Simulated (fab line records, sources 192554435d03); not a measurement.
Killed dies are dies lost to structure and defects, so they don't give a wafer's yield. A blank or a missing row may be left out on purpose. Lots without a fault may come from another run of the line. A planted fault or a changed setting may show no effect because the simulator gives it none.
Chamber matching | flow n5_finfet | N5_FIN_SAQP_ETCH_65 on rie_si-03: 4 sister chambers
The step etches SiO2 in CF4, target depth 4 nm, time 4.4 s. 8 wafers are shown with their chamber, then 9 later ones without.

WAFERS WITH THEIR CHAMBER
wafer  | chamber | throttle_valve_pct (%) | oes_product_au (a.u.)
L078.1 | 3       | 21.70                  | 1.04
L078.4 | 0       | 21.71                  | 0.98
L085.1 | 3       | 21.66                  | 1.02
L085.2 | 2       | 21.80                  | 1.01
L085.6 | 1       | 21.39                  | 1.03
L093.1 | 0       | 21.73                  | 0.99
L093.2 | 1       | 21.39                  | 1.03
L093.3 | 2       | 21.80                  | 1.02

WAFERS WITHOUT THEIR CHAMBER
wafer  | throttle_valve_pct (%) | oes_product_au (a.u.)
L094.2 | 21.73                  | 0.99
L094.3 | 21.82                  | 1.04
L094.5 | 21.40                  | 1.03
L095.1 | 21.41                  | 1.04
L095.3 | 21.66                  | 1.04
L095.6 | 21.75                  | 0.99
L097.1 | 21.73                  | 0.98
L097.3 | 21.68                  | 1.03
L097.6 | 21.72                  | 0.98

WHICH CHAMBER EACH WENT THROUGH
wafer  | from the rows above | in truth
L094.2 | 0                   | 0
L094.3 | 2                   | 2
L094.5 | 1                   | 1
L095.1 | 1                   | 1
L095.3 | 3                   | 3
L095.6 | 0                   | 0
L097.1 | 0                   | 0
L097.3 | 3                   | 3
L097.6 | 0                   | 0
Placed correctly: 9 of 9. Can't be placed from these rows: 0. Placed wrongly: 0.
How it was worked out, from the rows above alone: a wafer's distance from a chamber is the root of the sum, over the readings, of the square of ((its reading less the chamber's mean) divided by the reading's scatter). The wafer belongs to the nearest chamber; if the next one is less than 2 further off, it can't be placed. A chamber's mean is the mean of its shown wafers. The scatter: the root of (the sum of the squares of (reading less its chamber's mean) over the shown wafers, divided by (wafers less chambers)).
